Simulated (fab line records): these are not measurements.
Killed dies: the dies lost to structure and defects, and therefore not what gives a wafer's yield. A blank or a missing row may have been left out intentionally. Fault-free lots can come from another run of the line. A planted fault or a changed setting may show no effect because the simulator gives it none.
fab line records + flow nand-harc
record
- lots=13
- wafers=39
- last-day=33
route steps=1302 shown P_GATE@132
lots with no fault: from the same line, run without faults
start-h: hours from the record's first day to the start of the lot's first wafer shown + wait-h: hours since the lot's step before + " identical to the entry in the row above + L1.1+2: one row covering several wafers at once + - no value present, or no start provided + * or withheld: withheld + < > ~ a bound
route shown NAME@n: NAME is a module with steps in the file, n the number in the route of the first one + usual: mean/standard deviation taken from wafers without a fault + same: alike in all rows + chamber/n: place in a boat + sites: each site's reading + _std_site: standard deviation of those values + _edge_site: outer sites' mean less inner sites' + radius-mm: how far each site lies from the wafer's centre + mask NAME#n: copy n + behind: the most recent tool/chamber to have shaped the wafer + hold: why the lot was held/for how many hours/how that ended + device: names the non-switching transistor (n, p or np) + end of line: at the end of the route, the tests of the same wafers + a step given without rows: its recipe and nothing more + killed: at the first sort, the dies lost to defects and structure; wafer yield is something else + map: per-die view of a wafer (x killed, . not killed, _ where there is no die)
set.NAME: the setting as run; set.NAME@STEP: as run at that earlier step + model.NAME: the simulator's own value behind a step, which no gauge read
a sample of lots followed through the steps of the route, with each step as a table and each wafer as a row
services: the hour from which a tool's chamber was out of use, counted from the record's first day as start-h (under 0 if before that day), plus the number of hours and why
## steps
# step NHARC_P_GATE_DEP_103
# recipe
- target-thk-a=300
- target-thk-nm=30
- temp-c=400
- flow-sccm=200
- rf-w=350
- material=SiON
# usual
- heater-power-w=768/72
- rf-fwd-power-W=347.9/1.1
| lot.wafer | tool     | chamber | start-h | wait-h | heater-power-w | rf-fwd-power-W |
|-----------|----------|---------|---------|--------|----------------|----------------|
| L931.2    | pecvd-03 | 1       | 100.47  | 0.5    | 886            | 347.5          |
| L931.3    | "        | 2       | "       | "      | 859            | 347.6          |
| L931.6    | "        | 0       | "       | "      | 775            | 348.7          |
| L933.1    | pecvd-02 | 1       | 121.15  | 0.6    | 869            | 347.5          |
| L933.3    | "        | 2       | "       | "      | 745            | 347.6          |
| L933.5    | "        | 2       | "       | "      | 768            | 348.4          |
| L935.2    | pecvd-03 | 1       | 132.64  | 0.7    | 775            | 348.9          |
| L935.6    | "        | 1       | "       | "      | 768            | 349.0          |
| L935.5    | "        | 2       | "       | "      | 796            | 348.1          |
| L936.1    | pecvd-02 | 1       | 148.81  | 0.6    | 752            | 346.9          |
| L936.6    | "        | 2       | "       | "      | 723            | 349.3          |
| L936.5    | "        | 1       | "       | "      | 773            | 347.0          |
| L937.1    | pecvd-03 | 1       | 155.81  | 0.7    | 802            | 346.9          |
| L937.2    | "        | 0       | "       | "      | 864            | 346.1          |
| L937.6    | "        | 1       | "       | "      | 824            | 346.9          |
| L938.2    | pecvd-02 | 1       | 162.13  | 0.5    | 811            | 347.5          |
| L938.3    | "        | 0       | "       | "      | 704            | 346.2          |
| L938.5    | "        | 1       | "       | "      | 781            | 347.1          |
| L939.1    | pecvd-04 | 2       | 174.10  | 0.6    | 737            | 349.0          |
| L939.5    | "        | 1       | "       | "      | 740            | 346.2          |
| L939.4    | "        | 2       | "       | "      | 735            | 348.2          |
| L941.3    | pecvd-04 | 0       | 192.77  | 0.4    | 806            | 348.3          |
| L941.6    | "        | 2       | "       | "      | 723            | 348.2          |
| L941.5    | "        | 0       | "       | "      | 824            | 347.0          |
| L942.2    | pecvd-03 | 0       | 208.92  | 0.4    | 744            | 348.6          |
| L942.3    | "        | 1       | "       | "      | 891            | 347.4          |
| L942.1    | "        | 2       | "       | "      | 678            | 347.9          |
| L943.2    | pecvd-03 | 0       | 214.13  | 0.4    | 670            | 348.1          |
| L943.1    | "        | 2       | "       | "      | 671            | 347.8          |
| L943.6    | "        | 1       | "       | "      | 849            | 348.6          |
| L944.2    | pecvd-03 | 0       | 241.99  | 0.5    | 784            | 346.6          |
| L944.5    | "        | 0       | "       | "      | 788            | 347.3          |
| L944.6    | "        | 1       | "       | "      | 865            | 348.2          |
| L948.2    | pecvd-02 | 1       | 264.79  | 0.5    | 808            | 348.1          |
| L948.5    | "        | 1       | "       | "      | 818            | 349.4          |
| L948.6    | "        | 0       | "       | "      | 696            | 346.8          |
| L953.3    | pecvd-03 | 1       | 318.26  | 0.4    | 809            | 349.6          |
| L953.5    | "        | 2       | "       | "      | 759            | 348.2          |
| L953.4    | "        | 0       | "       | "      | 678            | 347.5          |
# step NHARC_P_GATE_EXPOSE_43
# recipe
- na=0.6
- target-cd-nm=720
- dose-mj=14.81
- mask-id=P_NSD
| lot.wafer  | tool           | chamber | start-h | wait-h | mask     |
|------------|----------------|---------|---------|--------|----------|
| L931.2+3+6 | krf-scanner-03 | 0       | 112.83  | -      | P_NSD#0  |
| L933.1+3+5 | krf-scanner-01 | 0       | 133.73  | -      | P_NSD#0  |
| L935.2+5+6 | krf-scanner-02 | 0       | 145.16  | -      | P_NSD#0  |
| L936.1+5+6 | krf-scanner-02 | 0       | 160.99  | -      | P_NSD#0  |
| L937.1+2+6 | krf-scanner-01 | 0       | 168.33  | -      | P_NSD#0  |
| L938.2+3+5 | krf-scanner-03 | 0       | 174.50  | -      | P_NSD#0  |
| L939.1+4+5 | krf-scanner-01 | 0       | 186.47  | -      | P_NSD#0  |
| L941.3+5+6 | krf-scanner-01 | 0       | 205.46  | -      | P_NSD#0  |
| L942.1+2+3 | krf-scanner-03 | 0       | 221.77  | -      | P_NSD#0  |
| L943.1+2+6 | krf-scanner-01 | 0       | 226.79  | -      | P_NSD#0  |
| L944.2+5+6 | krf-scanner-01 | 0       | 254.43  | -      | P_NSD#0  |
| L948.2+5+6 | krf-scanner-02 | 0       | 277.26  | -      | P_HVPW#0 |
| L953.3+4+5 | krf-scanner-02 | 0       | 330.62  | -      | P_NSD#0  |
# step NHARC_P_GATE_CD_MEAS_46
# recipe
- target-cd-nm=720
- landing-energy-ev=500
# usual
- cd-nm=719.8/1.9
| lot.wafer | tool      | chamber | start-h | wait-h | cd-nm |
|-----------|-----------|---------|---------|--------|-------|
| L931.2    | cd-sem-03 | 0       | 112.98  | -      | 719.5 |
| L931.3    | "         | 0       | "       | "      | 722.0 |
| L931.6    | "         | 0       | "       | "      | 718.1 |
| L933.1    | cd-sem-02 | 0       | 133.89  | -      | 719.1 |
| L933.3    | "         | 0       | "       | "      | 720.4 |
| L933.5    | "         | 0       | "       | "      | 720.2 |
| L935.2    | cd-sem-01 | 0       | 145.31  | -      | 721.5 |
| L935.5    | "         | 0       | "       | "      | 721.4 |
| L935.6    | "         | 0       | "       | "      | 719.8 |
| L936.1    | cd-sem-02 | 0       | 161.15  | -      | 718.6 |
| L936.5    | "         | 0       | "       | "      | 714.5 |
| L936.6    | "         | 0       | "       | "      | 717.8 |
| L937.1    | cd-sem-03 | 0       | 168.48  | -      | 719.4 |
| L937.2    | "         | 0       | "       | "      | 720.6 |
| L937.6    | "         | 0       | "       | "      | 717.5 |
| L938.2    | cd-sem-03 | 0       | 174.65  | -      | 722.3 |
| L938.3    | "         | 0       | "       | "      | 722.4 |
| L938.5    | "         | 0       | "       | "      | 722.7 |
| L939.1    | cd-sem-02 | 0       | 186.63  | -      | 719.7 |
| L939.4    | "         | 0       | "       | "      | 720.2 |
| L939.5    | "         | 0       | "       | "      | 720.1 |
| L941.3    | cd-sem-02 | 0       | 205.62  | -      | 720.7 |
| L941.5    | "         | 0       | "       | "      | 720.1 |
| L941.6    | "         | 0       | "       | "      | 720.1 |
| L942.1    | cd-sem-02 | 0       | 221.93  | -      | 720.4 |
| L942.2    | "         | 0       | "       | "      | 720.8 |
| L942.3    | "         | 0       | "       | "      | 719.9 |
| L943.1    | cd-sem-01 | 0       | 226.95  | -      | 721.7 |
| L943.2    | "         | 0       | "       | "      | 719.9 |
| L943.6    | "         | 0       | "       | "      | 722.1 |
| L944.2    | cd-sem-02 | 0       | 254.58  | -      | 720.6 |
| L944.5    | "         | 0       | "       | "      | 721.0 |
| L944.6    | "         | 0       | "       | "      | 723.4 |
| L948.2    | cd-sem-01 | 0       | 277.42  | -      | -     |
| L948.5    | "         | 0       | "       | "      | -     |
| L948.6    | "         | 0       | "       | "      | -     |
| L953.3    | cd-sem-01 | 0       | 330.77  | -      | 720.0 |
| L953.4    | "         | 0       | "       | "      | 719.7 |
| L953.5    | "         | 0       | "       | "      | 720.2 |
# step NHARC_P_GATE_DESCUM_48
# recipe
- time-s=3
- o2-flow-sccm=200
- ar-flow-sccm=0
- bias-power-w=0
- chemistry=O2
# usual
- drypump-motor-current-A=5.9/0.42
- oes-product-au=1.001/0.0076
- rf-vpp-V=57.8/0.83
- showerhead-plenum-p-Torr=1.91/0.084
- throttle-valve-pct=11.312/0.0084
# same
- bias-power-w=0
| lot.wafer | tool        | chamber | start-h | wait-h | drypump-motor-current-A | oes-product-au | rf-hours-counter-h | rf-vpp-V | showerhead-plenum-p-Torr | throttle-valve-pct |
|-----------|-------------|---------|---------|--------|-------------------------|----------------|--------------------|----------|--------------------------|--------------------|
| L931.3    | rie-diel-08 | 2       | 113.14  | -      | 5.8                     | 1.006          | 2.0                | 56.2     | 1.84                     | 11.307             |
| L931.2    | "           | 1       | "       | "      | 6.4                     | 0.997          | 4.1                | 57.2     | 1.83                     | 11.314             |
| L931.6    | "           | 0       | "       | "      | 5.7                     | 1.002          | -                  | 56.9     | 1.97                     | 11.313             |
| L933.3    | rie-diel-01 | 0       | 134.06  | -      | 6.2                     | 1.001          | 5.9                | 57.7     | 1.86                     | 11.306             |
| L933.1    | "           | 2       | "       | "      | 6.4                     | 0.999          | 5.3                | 60.0     | 2.03                     | 11.315             |
| L933.5    | "           | 3       | "       | "      | 6.0                     | 0.992          | -                  | 58.8     | 1.95                     | 11.308             |
| L935.2    | rie-diel-10 | 0       | 145.48  | -      | 5.2                     | 0.994          | 3.5                | 57.9     | 1.84                     | 11.303             |
| L935.6    | "           | 3       | "       | "      | 5.4                     | 0.988          | -                  | 58.5     | 2.06                     | 11.313             |
| L935.5    | "           | 0       | "       | "      | 5.2                     | 0.997          | -                  | 58.7     | 1.84                     | 11.324             |
| L936.1    | rie-diel-01 | 2       | 161.31  | -      | 6.4                     | 1.003          | 6.9                | 59.2     | 2.03                     | 11.309             |
| L936.5    | "           | 2       | "       | "      | 6.4                     | 0.999          | -                  | 58.6     | 2.03                     | 11.304             |
| L936.6    | "           | 3       | "       | "      | 6.0                     | 0.993          | -                  | 57.3     | 1.95                     | 11.320             |
| L937.1    | rie-diel-08 | 1       | 168.64  | -      | 6.4                     | 1.004          | 7.3                | 58.0     | 1.83                     | 11.304             |
| L937.2    | "           | 2       | "       | "      | 5.8                     | 1.000          | 7.3                | 57.3     | 1.84                     | 11.309             |
| L937.6    | "           | 2       | "       | "      | 5.8                     | 1.002          | -                  | 58.1     | 1.84                     | 11.304             |
| L938.2    | rie-diel-01 | 2       | 174.81  | -      | 6.4                     | 0.997          | 8.0                | 58.8     | 2.03                     | 11.312             |
| L938.3    | "           | 3       | "       | "      | 6.0                     | 0.997          | 8.0                | 58.1     | 1.95                     | 11.309             |
| L938.5    | "           | 2       | "       | "      | 6.4                     | 1.002          | -                  | 58.3     | 2.03                     | 11.313             |
| L939.1    | rie-diel-01 | 1       | 186.79  | -      | 5.4                     | 1.004          | 8.5                | 58.2     | 1.80                     | 11.301             |
| L939.4    | "           | 0       | "       | "      | 6.2                     | 1.010          | 7.8                | 57.4     | 1.86                     | 11.299             |
| L939.5    | "           | 2       | "       | "      | 6.4                     | 1.002          | -                  | 59.2     | 2.03                     | 11.319             |
| L941.3    | rie-diel-10 | 2       | 205.79  | -      | 5.4                     | 0.998          | 7.1                | 58.8     | 2.04                     | 11.308             |
| L941.5    | "           | 2       | "       | "      | 5.4                     | 1.004          | -                  | 58.3     | 2.04                     | 11.318             |
| L941.6    | "           | 0       | "       | "      | 5.3                     | 1.007          | -                  | 56.6     | 1.84                     | 11.295             |
| L942.1    | rie-diel-01 | 3       | 222.09  | -      | 6.0                     | 0.998          | 0.1                | 58.8     | 1.95                     | 11.301             |
| L942.2    | "           | 0       | "       | "      | 6.2                     | 0.997          | 0.2                | 57.3     | 1.86                     | 11.296             |
| L942.3    | "           | 2       | "       | "      | 6.4                     | 1.014          | 0.1                | 57.9     | 2.02                     | 11.317             |
| L943.2    | rie-diel-08 | 2       | 227.11  | -      | 5.8                     | 1.007          | 2.3                | 57.0     | 1.84                     | 11.311             |
| L943.1    | "           | 1       | "       | "      | 6.4                     | 1.003          | 2.2                | 59.2     | 1.83                     | 11.311             |
| L943.6    | "           | 3       | "       | "      | 6.4                     | 0.999          | -                  | 56.8     | 1.94                     | 11.311             |
| L944.2    | rie-diel-08 | 3       | 254.74  | -      | 6.4                     | 0.990          | 4.7                | 56.7     | 1.94                     | 11.321             |
| L944.5    | "           | 3       | "       | "      | 6.4                     | 0.998          | -                  | 58.1     | 1.94                     | 11.303             |
| L944.6    | "           | 2       | "       | "      | 5.8                     | 0.998          | -                  | 58.1     | 1.83                     | 11.325             |
| L948.2    | rie-diel-08 | 1       | 277.60  | -      | 6.4                     | 1.000          | 5.2                | 57.4     | 1.83                     | 11.319             |
| L948.6    | "           | 3       | "       | "      | 6.4                     | 0.995          | -                  | 56.5     | 1.94                     | 11.336             |
| L948.5    | "           | 0       | "       | "      | 5.7                     | 1.003          | -                  | 56.6     | 1.97                     | 11.324             |
| L953.4    | rie-diel-08 | 0       | 330.92  | -      | 5.7                     | 0.996          | 6.4                | 58.3     | 1.97                     | 11.315             |
| L953.3    | "           | 3       | "       | "      | 6.5                     | 1.002          | 8.2                | 58.6     | 1.94                     | 11.315             |
| L953.5    | "           | 0       | "       | "      | 5.7                     | 1.000          | -                  | 57.0     | 1.97                     | 11.304             |
# step NHARC_P_GATE_STRIP_75
# recipe
- power-w=1500
- temp-c=250
- chemistry=O2
# usual
- drypump-motor-current-A=5.6/0.61
- heater-power-w=347/39
| lot.wafer | tool            | chamber | start-h | wait-h | drypump-motor-current-A | heater-power-w | rf-hours-counter-h |
|-----------|-----------------|---------|---------|--------|-------------------------|----------------|--------------------|
| L931.2    | plasma-asher-01 | 1       | 113.84  | 0.2    | 5.1                     | 407            | 23                 |
| L931.3    | "               | 0       | "       | "      | 5.0                     | 292            | -                  |
| L931.6    | "               | 1       | "       | "      | 5.1                     | 408            | -                  |
| L933.1    | plasma-asher-02 | 0       | 134.73  | 0.2    | 5.6                     | 332            | 8                  |
| L933.3    | "               | 0       | "       | "      | 5.6                     | 333            | -                  |
| L933.5    | "               | 1       | "       | "      | 6.6                     | 354            | -                  |
| L935.2    | plasma-asher-02 | 1       | 146.13  | 0.2    | 6.5                     | 359            | 11                 |
| L935.5    | "               | 1       | "       | "      | 6.5                     | 365            | -                  |
| L935.6    | "               | 0       | "       | "      | 5.6                     | 334            | -                  |
| L936.1    | plasma-asher-02 | 0       | 161.99  | 0.2    | 5.6                     | 333            | 15                 |
| L936.6    | "               | 1       | "       | "      | 6.6                     | 371            | -                  |
| L936.5    | "               | 0       | "       | "      | 5.6                     | 332            | -                  |
| L937.1    | plasma-asher-02 | 0       | 169.31  | 0.2    | 5.6                     | 328            | 18                 |
| L937.2    | "               | 1       | "       | "      | 6.6                     | 373            | 18                 |
| L937.6    | "               | 0       | "       | "      | 5.6                     | 332            | -                  |
| L938.2    | plasma-asher-01 | 0       | 175.48  | 0.2    | 5.1                     | 306            | 0                  |
| L938.3    | "               | 1       | "       | "      | 5.1                     | 396            | -                  |
| L938.5    | "               | 1       | "       | "      | 5.1                     | 405            | -                  |
| L939.1    | plasma-asher-02 | 1       | 187.48  | 0.2    | 6.5                     | 358            | 22                 |
| L939.4    | "               | 1       | "       | "      | 6.6                     | 361            | -                  |
| L939.5    | "               | 1       | "       | "      | 6.5                     | 352            | -                  |
| L941.3    | plasma-asher-02 | 0       | 206.51  | 0.1    | 5.6                     | 345            | -                  |
| L941.5    | "               | 1       | "       | "      | 6.6                     | 365            | -                  |
| L941.6    | "               | 0       | "       | "      | 5.6                     | 329            | -                  |
| L942.2    | plasma-asher-01 | 0       | 222.76  | 0.3    | 5.0                     | 303            | 9                  |
| L942.1    | "               | 1       | "       | "      | 5.1                     | 402            | 9                  |
| L942.3    | "               | 1       | "       | "      | 5.1                     | 407            | -                  |
| L943.1    | plasma-asher-01 | 1       | 227.78  | 0.3    | 5.1                     | 402            | 11                 |
| L943.2    | "               | 0       | "       | "      | 5.1                     | 295            | 11                 |
| L943.6    | "               | 0       | "       | "      | 5.0                     | 302            | -                  |
| L944.2    | plasma-asher-01 | 1       | 255.45  | 0.2    | 5.1                     | 400            | 14                 |
| L944.6    | "               | 0       | "       | "      | 5.0                     | 296            | -                  |
| L944.5    | "               | 1       | "       | "      | 5.1                     | 386            | -                  |
| L948.2    | plasma-asher-01 | 0       | 278.26  | 0.3    | 5.0                     | 311            | 21                 |
| L948.6    | "               | 0       | "       | "      | 5.0                     | 302            | -                  |
| L948.5    | "               | 1       | "       | "      | 5.1                     | 397            | -                  |
| L953.3    | plasma-asher-02 | 1       | 331.62  | 0.2    | 6.6                     | 349            | -                  |
| L953.4    | "               | 0       | "       | "      | 5.6                     | 324            | -                  |
| L953.5    | "               | 0       | "       | "      | 5.7                     | 333            | -                  |
## services
| tool            | chamber | start-h | hours | kind   |
|-----------------|---------|---------|-------|--------|
| rie-diel-01     | 3       | 77.29   | 5.6   | repair |
| rie-diel-08     | 0       | 81.04   | 2.9   | repair |
| plasma-asher-01 | -       | 83.51   | 2.4   | repair |
| pecvd-03        | 1       | 83.70   | 4.9   | repair |
| rie-diel-08     | 3       | 99.96   | 23.6  | repair |
| rie-diel-08     | 0       | 137.77  | 9.3   | repair |
| krf-scanner-01  | -       | 140.00  | 4.0   | pm     |
| krf-scanner-01  | -       | 146.47  | 0.2   | repair |
| rie-diel-08     | 1       | 152.97  | 10.4  | repair |
| rie-diel-08     | 3       | 158.81  | 3.5   | repair |
| pecvd-03        | 2       | 162.73  | 2.3   | repair |
| plasma-asher-01 | -       | 165.07  | 9.0   | pm     |
| rie-diel-01     | 0       | 166.26  | 7.3   | repair |
| pecvd-03        | -       | 185.00  | 13.0  | pm     |
| rie-diel-08     | -       | 190.80  | 9.0   | pm     |
| krf-scanner-01  | -       | 208.21  | 15.4  | repair |
| rie-diel-08     | 0       | 213.75  | 4.9   | repair |
| plasma-asher-02 | -       | 216.53  | 0.7   | repair |
| rie-diel-08     | 0       | 245.35  | 16.4  | repair |
| plasma-asher-02 | -       | 249.00  | 9.0   | pm     |
| rie-diel-08     | 3       | 265.34  | 3.9   | repair |
| pecvd-03        | -       | 295.93  | 0.4   | repair |
| plasma-asher-02 | -       | 301.83  | 1.5   | repair |
| krf-scanner-01  | -       | 312.00  | 4.0   | pm     |
## key
first-sign
- step=NHARC_P_GATE_EXPOSE_43
- reading=mask
- direction=changed
effect
- step=NHARC_P_GATE_CD_MEAS_46
- reading=cd-nm
- direction=missing
met-at NHARC_P_GATE_EXPOSE_43
struck-lots L948
later-rows-left-out L948.2,L948.5,L948.6
sort-left-out L948.2,L948.5,L948.6
tester-left-out L948
not-acting-at NHARC_P_GATE_DEP_103,NHARC_P_GATE_DESCUM_48,NHARC_P_GATE_STRIP_75
onset-between 160.99 277.26
fault
- kind=wrong-mask
- tool=any
- chamber=-
- onset-h=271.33
- steps=NHARC_P_GATE_EXPOSE_43
- aux-copy=P_HVPW#0
- scope=struck-lots-only
# tester-left-out: of these lots the tester's yield and bins aren't shown, on N5 and GAA mostly nor the transistor test; their killed dies are dies lost to structure and defects alone, not to doping, threshold or leakage, so they don't give the yield
# sort-left-out: the simulated sort isn't trusted on such a fault, so these wafers' sort isn't shown, and their yield isn't known
# later-rows-left-out: the simulator's readings of these wafers behind a module that went badly wrong aren't trusted and aren't shown, but for the sort
